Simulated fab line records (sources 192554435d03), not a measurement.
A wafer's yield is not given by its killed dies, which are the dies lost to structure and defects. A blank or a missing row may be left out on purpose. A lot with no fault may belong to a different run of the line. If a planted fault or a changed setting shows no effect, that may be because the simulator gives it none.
Split-lot trial || flow n5_finfet || 21 wafers read from 7 lots, route of 1938 steps

## THE SPLIT ITSELF
At N5_SD_EPI_N_COAT_03 (resist thk 150 nm), the setting spin_rpm was moved away from the recipe's 1500 rpm on 7 of the 21 wafers read, by -9.0% to -4.6%. For the rest of the wafers, this setting stayed at what the recipe calls for.

The split's own step is where the reading is taken.

## THE READING
CAR-ArF-block_of_SD_EPI_N_COAT_03.thk_nm (the simulator's own value, which no gauge read), in nm, at N5_SD_EPI_N_COAT_03 (resist thk 150 nm). No usual value for it is given in the file. The 14 wafers here that ran the recipe average 150.1 nm, standard deviation 0.45 nm.

{"wafer": "L078.1", "tool, chamber at the split": "litho_track-03, 0", "spin_rpm as run, rpm": 1500, "against the recipe": "recipe", "CAR-ArF-block_of_SD_EPI_N_COAT_03.thk_nm, nm": 149.8, "against lot-mates on the recipe": "-"}
{"wafer": "L078.2", "tool, chamber at the split": "litho_track-03, 0", "spin_rpm as run, rpm": 1500, "against the recipe": "recipe", "CAR-ArF-block_of_SD_EPI_N_COAT_03.thk_nm, nm": 150.2, "against lot-mates on the recipe": "-"}
{"wafer": "L078.6", "tool, chamber at the split": "litho_track-03, 0", "spin_rpm as run, rpm": 1500, "against the recipe": "recipe", "CAR-ArF-block_of_SD_EPI_N_COAT_03.thk_nm, nm": 150.4, "against lot-mates on the recipe": "-"}
{"wafer": "L079.4", "tool, chamber at the split": "litho_track-03, 0", "spin_rpm as run, rpm": 1500, "against the recipe": "recipe", "CAR-ArF-block_of_SD_EPI_N_COAT_03.thk_nm, nm": 150.8, "against lot-mates on the recipe": "-"}
{"wafer": "L079.5", "tool, chamber at the split": "litho_track-03, 0", "spin_rpm as run, rpm": 1500, "against the recipe": "recipe", "CAR-ArF-block_of_SD_EPI_N_COAT_03.thk_nm, nm": 150.8, "against lot-mates on the recipe": "-"}
{"wafer": "L079.6", "tool, chamber at the split": "litho_track-03, 0", "spin_rpm as run, rpm": 1425, "against the recipe": "-5.0%", "CAR-ArF-block_of_SD_EPI_N_COAT_03.thk_nm, nm": 155, "against lot-mates on the recipe": "+4.2"}
{"wafer": "L082.2", "tool, chamber at the split": "litho_track-01, 0", "spin_rpm as run, rpm": 1500, "against the recipe": "recipe", "CAR-ArF-block_of_SD_EPI_N_COAT_03.thk_nm, nm": 150.4, "against lot-mates on the recipe": "-"}
{"wafer": "L082.4", "tool, chamber at the split": "litho_track-01, 0", "spin_rpm as run, rpm": 1500, "against the recipe": "recipe", "CAR-ArF-block_of_SD_EPI_N_COAT_03.thk_nm, nm": 150, "against lot-mates on the recipe": "-"}
{"wafer": "L082.6", "tool, chamber at the split": "litho_track-01, 0", "spin_rpm as run, rpm": 1500, "against the recipe": "recipe", "CAR-ArF-block_of_SD_EPI_N_COAT_03.thk_nm, nm": 149.8, "against lot-mates on the recipe": "-"}
{"wafer": "L088.2", "tool, chamber at the split": "litho_track-01, 0", "spin_rpm as run, rpm": 1398, "against the recipe": "-6.8%", "CAR-ArF-block_of_SD_EPI_N_COAT_03.thk_nm, nm": 155.2, "against lot-mates on the recipe": "+5.0"}
{"wafer": "L088.5", "tool, chamber at the split": "litho_track-01, 0", "spin_rpm as run, rpm": 1500, "against the recipe": "recipe", "CAR-ArF-block_of_SD_EPI_N_COAT_03.thk_nm, nm": 150.2, "against lot-mates on the recipe": "-"}
{"wafer": "L088.6", "tool, chamber at the split": "litho_track-01, 0", "spin_rpm as run, rpm": 1398, "against the recipe": "-6.8%", "CAR-ArF-block_of_SD_EPI_N_COAT_03.thk_nm, nm": 155.4, "against lot-mates on the recipe": "+5.2"}
{"wafer": "L090.2", "tool, chamber at the split": "litho_track-05, 0", "spin_rpm as run, rpm": 1500, "against the recipe": "recipe", "CAR-ArF-block_of_SD_EPI_N_COAT_03.thk_nm, nm": 150.2, "against lot-mates on the recipe": "-"}
{"wafer": "L090.3", "tool, chamber at the split": "litho_track-05, 0", "spin_rpm as run, rpm": 1411, "against the recipe": "-5.9%", "CAR-ArF-block_of_SD_EPI_N_COAT_03.thk_nm, nm": 154.8, "against lot-mates on the recipe": "+4.6"}
{"wafer": "L090.6", "tool, chamber at the split": "litho_track-05, 0", "spin_rpm as run, rpm": 1411, "against the recipe": "-5.9%", "CAR-ArF-block_of_SD_EPI_N_COAT_03.thk_nm, nm": 155, "against lot-mates on the recipe": "+4.8"}
{"wafer": "L092.1", "tool, chamber at the split": "litho_track-01, 0", "spin_rpm as run, rpm": 1500, "against the recipe": "recipe", "CAR-ArF-block_of_SD_EPI_N_COAT_03.thk_nm, nm": 149.2, "against lot-mates on the recipe": "-"}
{"wafer": "L092.5", "tool, chamber at the split": "litho_track-01, 0", "spin_rpm as run, rpm": 1500, "against the recipe": "recipe", "CAR-ArF-block_of_SD_EPI_N_COAT_03.thk_nm, nm": 149.4, "against lot-mates on the recipe": "-"}
{"wafer": "L092.6", "tool, chamber at the split": "litho_track-01, 0", "spin_rpm as run, rpm": 1431, "against the recipe": "-4.6%", "CAR-ArF-block_of_SD_EPI_N_COAT_03.thk_nm, nm": 153, "against lot-mates on the recipe": "+3.7"}
{"wafer": "L094.3", "tool, chamber at the split": "litho_track-03, 0", "spin_rpm as run, rpm": 1500, "against the recipe": "recipe", "CAR-ArF-block_of_SD_EPI_N_COAT_03.thk_nm, nm": 150.4, "against lot-mates on the recipe": "-"}
{"wafer": "L094.5", "tool, chamber at the split": "litho_track-03, 0", "spin_rpm as run, rpm": 1500, "against the recipe": "recipe", "CAR-ArF-block_of_SD_EPI_N_COAT_03.thk_nm, nm": 150.4, "against lot-mates on the recipe": "-"}
{"wafer": "L094.6", "tool, chamber at the split": "litho_track-03, 0", "spin_rpm as run, rpm": 1365, "against the recipe": "-9.0%", "CAR-ArF-block_of_SD_EPI_N_COAT_03.thk_nm, nm": 157.2, "against lot-mates on the recipe": "+6.8"}

THE FIT
A straight line over all 21 wafers: CAR-ArF-block_of_SD_EPI_N_COAT_03.thk_nm changes by -0.784 nm for each +1% of spin_rpm; r = -0.98; the points scatter about the line by 0.48 nm.
The same after taking each lot's own level away (the mean of its wafers on the recipe; 21 wafers): -0.771 nm for each +1%; r = -1.00; scatter 0.19 nm.
Per that fit: largest spin_rpm move, reading shift of 6.9 nm.
Measured against the standard deviation above, the lots' own levels, which go from 149.30 to 150.80 nm, span 3.3 times it.
The two slopes agree, so the slope changes little with the lot-to-lot level.
Check: with one of the wafers moved furthest among these (-9.0%) left out of the fit, the line predicts +7.02 nm for it against its lot-mates. It came out at +6.8 nm against them.

## THESE WAFERS: OTHER SPLITS
These wafers also went through other splits before the reading. Each is held against what the fit with the lots' levels taken away leaves over:
{"other split on the same wafers": "N5_ZERO_LAYER_PECVD_02 time_s", "wafers away from the commonest value": 6, "r with CAR-ArF-block_of_SD_EPI_N_COAT_03.thk_nm (lot level and that fit taken away)": "+0.42"}
{"other split on the same wafers": "N5_ZERO_LAYER_DEVELOP_10 develop_time_s", "wafers away from the commonest value": 7, "r with CAR-ArF-block_of_SD_EPI_N_COAT_03.thk_nm (lot level and that fit taken away)": -0.24}
{"other split on the same wafers": "N5_FIN_SAQP_PECVD_06 time_s", "wafers away from the commonest value": 7, "r with CAR-ArF-block_of_SD_EPI_N_COAT_03.thk_nm (lot level and that fit taken away)": -0.07}
{"other split on the same wafers": "N5_FIN_SAQP_COAT_49 time_s", "wafers away from the commonest value": 8, "r with CAR-ArF-block_of_SD_EPI_N_COAT_03.thk_nm (lot level and that fit taken away)": -0.03}
{"other split on the same wafers": "N5_FIN_CUT_COAT_19 spin_rpm", "wafers away from the commonest value": 4, "r with CAR-ArF-block_of_SD_EPI_N_COAT_03.thk_nm (lot level and that fit taken away)": -0.31}
{"other split on the same wafers": "N5_DUMMY_GATE_HM_DEP_06 time_s", "wafers away from the commonest value": 12, "r with CAR-ArF-block_of_SD_EPI_N_COAT_03.thk_nm (lot level and that fit taken away)": -0.17}

## FILE'S OWN FIT
CAR-ArF-block_of_SD_EPI_N_COAT_03.thk_nm changes by -0.776 nm for each +1% of spin_rpm, r = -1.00.
